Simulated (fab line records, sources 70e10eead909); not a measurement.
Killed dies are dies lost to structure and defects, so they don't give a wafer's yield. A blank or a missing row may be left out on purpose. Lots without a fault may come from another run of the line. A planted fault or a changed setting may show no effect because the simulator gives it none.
Chamber matching | flow nand_harc | NHARC_P_BONDPAD_CMP_32 on cmp-02: 4 sister chambers
The step polishes SiCN, target thk 200 nm. 4 wafers are shown with their chamber, then 7 later ones without.

WAFERS WITH THEIR CHAMBER
wafer  | chamber | motor_current_A (A)
L089.2 | 2       | 11.3
L089.5 | 0       | 13.6
L094.3 | 3       | 10.6
L094.4 | 1       | 11.5

WAFERS WITHOUT THEIR CHAMBER
wafer  | motor_current_A (A)
L094.6 | 11.9
L095.1 | 10.9
L095.4 | 11.6
L095.5 | 13.1
L097.3 | 12.1
L097.4 | 10.7
L097.6 | 13.6

WHICH CHAMBER EACH WENT THROUGH
wafer  | from the rows above          | in truth
L094.6 | can't be placed: 1 or 2      | 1
L095.1 | can't be placed: 3 or 2 or 1 | 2
L095.4 | can't be placed: 1 or 2      | 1
L095.5 | 0                            | 0
L097.3 | can't be placed: 1 or 2      | 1
L097.4 | can't be placed: 3 or 2 or 1 | 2
L097.6 | 0                            | 0
Placed correctly: 2 of 7. Can't be placed from these rows: 5 (the true chamber is among the candidates in 5). Placed wrongly: 0.
How it was worked out, from the rows above alone: a wafer's distance from a chamber is the root of the sum, over the readings, of the square of ((its reading less the chamber's mean) divided by the reading's scatter). The wafer belongs to the nearest chamber; if the next one is less than 2 further off, it can't be placed. A chamber's mean is the mean of its shown wafers. The scatter: with one shown wafer a chamber, the root of the mean of the squares of how far each hidden wafer lies from its nearest shown one.
